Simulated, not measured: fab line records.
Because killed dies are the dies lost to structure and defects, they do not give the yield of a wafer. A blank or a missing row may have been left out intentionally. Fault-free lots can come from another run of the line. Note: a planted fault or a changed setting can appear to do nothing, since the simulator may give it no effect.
Split-lot study / flow n5Finfet / on a route of 1938 steps: 7 lots, 21 wafers read

THE SPLIT
At N5_HKMG_FIN_COAT_42 (time 60 s, resist thk 35 nm), the setting spinRpm was moved away from the recipe's 1500 rpm on 7 of the 21 wafers read, by +8.9% to +11.2%. The other wafers ran this setting at the recipe's value.

FROM THE SPLIT TO THE READING: what the file shows between them, 4 steps
- N5_HKMG_FIN_PEB_47: peb time 60 s (also split here: pebTimeS)
- N5_HKMG_FIN_DEVELOP_48: develop time 30 s
- N5_HKMG_FIN_CD_MEAS_49: target cd 202 nm
- N5_HKMG_FIN_DESCUM_53: chemistry O2, time 7.9 s

THE READING
CAR-ArF_of_HKMG_FIN_COAT_43.thkNm (the simulator's own value, which no gauge read), in nm, at N5_HKMG_FIN_ETCH_54 (etches SiARC in CF4, target depth 45.5 nm, time 75.8 s). The file gives no usual value for it. Across the 14 wafers here that went through the recipe, the average is 50.9 nm and the standard deviation 0.28 nm.

wafer=L074.1; tool, chamber at the split=lithoTrack-05, 0; spinRpm as run, rpm=1633; against the recipe=+8.9%; CAR-ArF_of_HKMG_FIN_COAT_43.thkNm, nm=51.8; against lot-mates on the recipe=+1.2
wafer=L074.2; tool, chamber at the split=lithoTrack-05, 0; spinRpm as run, rpm=1633; against the recipe=+8.9%; CAR-ArF_of_HKMG_FIN_COAT_43.thkNm, nm=51.8; against lot-mates on the recipe=+1.2
wafer=L074.3; tool, chamber at the split=lithoTrack-05, 0; spinRpm as run, rpm=1500; against the recipe=recipe; CAR-ArF_of_HKMG_FIN_COAT_43.thkNm, nm=50.6; against lot-mates on the recipe=-
wafer=L076.1; tool, chamber at the split=lithoTrack-05, 0; spinRpm as run, rpm=1500; against the recipe=recipe; CAR-ArF_of_HKMG_FIN_COAT_43.thkNm, nm=51; against lot-mates on the recipe=-
wafer=L076.2; tool, chamber at the split=lithoTrack-05, 0; spinRpm as run, rpm=1500; against the recipe=recipe; CAR-ArF_of_HKMG_FIN_COAT_43.thkNm, nm=50.6; against lot-mates on the recipe=-
wafer=L076.6; tool, chamber at the split=lithoTrack-05, 0; spinRpm as run, rpm=1637; against the recipe=+9.1%; CAR-ArF_of_HKMG_FIN_COAT_43.thkNm, nm=52.2; against lot-mates on the recipe=+1.4
wafer=L083.3; tool, chamber at the split=lithoTrack-04, 0; spinRpm as run, rpm=1500; against the recipe=recipe; CAR-ArF_of_HKMG_FIN_COAT_43.thkNm, nm=50.8; against lot-mates on the recipe=-
wafer=L083.4; tool, chamber at the split=lithoTrack-04, 0; spinRpm as run, rpm=1500; against the recipe=recipe; CAR-ArF_of_HKMG_FIN_COAT_43.thkNm, nm=51; against lot-mates on the recipe=-
wafer=L083.5; tool, chamber at the split=lithoTrack-04, 0; spinRpm as run, rpm=1500; against the recipe=recipe; CAR-ArF_of_HKMG_FIN_COAT_43.thkNm, nm=50.8; against lot-mates on the recipe=-
wafer=L089.1; tool, chamber at the split=lithoTrack-04, 0; spinRpm as run, rpm=1500; against the recipe=recipe; CAR-ArF_of_HKMG_FIN_COAT_43.thkNm, nm=50.8; against lot-mates on the recipe=-
wafer=L089.4; tool, chamber at the split=lithoTrack-04, 0; spinRpm as run, rpm=1500; against the recipe=recipe; CAR-ArF_of_HKMG_FIN_COAT_43.thkNm, nm=51.2; against lot-mates on the recipe=-
wafer=L089.5; tool, chamber at the split=lithoTrack-04, 0; spinRpm as run, rpm=1500; against the recipe=recipe; CAR-ArF_of_HKMG_FIN_COAT_43.thkNm, nm=51; against lot-mates on the recipe=-
wafer=L092.1; tool, chamber at the split=lithoTrack-01, 0; spinRpm as run, rpm=1500; against the recipe=recipe; CAR-ArF_of_HKMG_FIN_COAT_43.thkNm, nm=51.4; against lot-mates on the recipe=-
wafer=L092.4; tool, chamber at the split=lithoTrack-01, 0; spinRpm as run, rpm=1500; against the recipe=recipe; CAR-ArF_of_HKMG_FIN_COAT_43.thkNm, nm=51.2; against lot-mates on the recipe=-
wafer=L092.6; tool, chamber at the split=lithoTrack-01, 0; spinRpm as run, rpm=1500; against the recipe=recipe; CAR-ArF_of_HKMG_FIN_COAT_43.thkNm, nm=51.4; against lot-mates on the recipe=-
wafer=L095.1; tool, chamber at the split=lithoTrack-05, 0; spinRpm as run, rpm=1652; against the recipe=+10.1%; CAR-ArF_of_HKMG_FIN_COAT_43.thkNm, nm=52.6; against lot-mates on the recipe=+2.0
wafer=L095.3; tool, chamber at the split=lithoTrack-05, 0; spinRpm as run, rpm=1500; against the recipe=recipe; CAR-ArF_of_HKMG_FIN_COAT_43.thkNm, nm=50.6; against lot-mates on the recipe=-
wafer=L095.4; tool, chamber at the split=lithoTrack-05, 0; spinRpm as run, rpm=1652; against the recipe=+10.1%; CAR-ArF_of_HKMG_FIN_COAT_43.thkNm, nm=52; against lot-mates on the recipe=+1.4
wafer=L096.2; tool, chamber at the split=lithoTrack-04, 0; spinRpm as run, rpm=1668; against the recipe=+11.2%; CAR-ArF_of_HKMG_FIN_COAT_43.thkNm, nm=52.6; against lot-mates on the recipe=+2.0
wafer=L096.4; tool, chamber at the split=lithoTrack-04, 0; spinRpm as run, rpm=1668; against the recipe=+11.2%; CAR-ArF_of_HKMG_FIN_COAT_43.thkNm, nm=52.4; against lot-mates on the recipe=+1.8
wafer=L096.5; tool, chamber at the split=lithoTrack-04, 0; spinRpm as run, rpm=1500; against the recipe=recipe; CAR-ArF_of_HKMG_FIN_COAT_43.thkNm, nm=50.6; against lot-mates on the recipe=-

FIT RESULTS
A straight line over all 21 wafers: CAR-ArF_of_HKMG_FIN_COAT_43.thkNm changes by +0.13 nm for each +1% of spinRpm; r = +0.92; the points scatter about the line by 0.28 nm.
The same after taking each lot's own level away (the mean of its wafers on the recipe; 21 wafers): +0.16 nm for each +1%; r = +0.98; scatter 0.17 nm.
On that fit, the largest move of spinRpm shifts the reading by 1.8 nm.
From 50.60 to 51.33 nm: that is the span of the lots' own levels, equal to 2.6 times the standard deviation above.
Thus the slope moves with the lot-to-lot level: the two fits are different.
Check: for one of the wafers moved furthest among these (+11.2%), held out of the fit, the line's prediction against its lot-mates is +1.74 nm. It came out at +2 nm against them.

OTHER SPLITS ON THESE WAFERS
Other splits were also applied to these wafers ahead of the reading. Each is held against what the fit with the lots' levels taken away leaves over:
other split on the same wafers=N5_SD_EPI_P_EPI_21 epiGrowthTimeS; wafers away from the commonest value=7; r with CAR-ArF_of_HKMG_FIN_COAT_43.thkNm (lot level and that fit taken away)=-0.32
other split on the same wafers=N5_HKMG_FIN_PEB_47 pebTimeS; wafers away from the commonest value=8; r with CAR-ArF_of_HKMG_FIN_COAT_43.thkNm (lot level and that fit taken away)=+0.02

THE WHOLE CHAIN: every reading that the file lists as answering this split, in the file's order
step=N5_HKMG_FIN_COAT_42; what it does=time 60 s, resist thk 35 nm; reading=SiARC_of_HKMG_FIN_COAT_42.thkNm (the simulator's own value, which no gauge read); change (the file's fit)=-0.165 nm for each +1% of the setting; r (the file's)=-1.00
step=N5_HKMG_FIN_ETCH_54; what it does=etches SiARC in CF4, target depth 45.5 nm, time 75.8 s; reading=etch.depthNm (the simulator's own value, which no gauge read); change (the file's fit)=-0.166 nm for each +1% of the setting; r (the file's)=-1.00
step=N5_HKMG_FIN_ETCH_54; what it does=etches SiARC in CF4, target depth 45.5 nm, time 75.8 s; reading=CAR-ArF_of_HKMG_FIN_COAT_43.thkNm (the simulator's own value, which no gauge read); change (the file's fit)=+0.159 nm for each +1% of the setting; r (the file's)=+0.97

FILE'S OWN FIT
CAR-ArF_of_HKMG_FIN_COAT_43.thkNm changes by +0.159 nm for each +1% of spinRpm, r = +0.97.
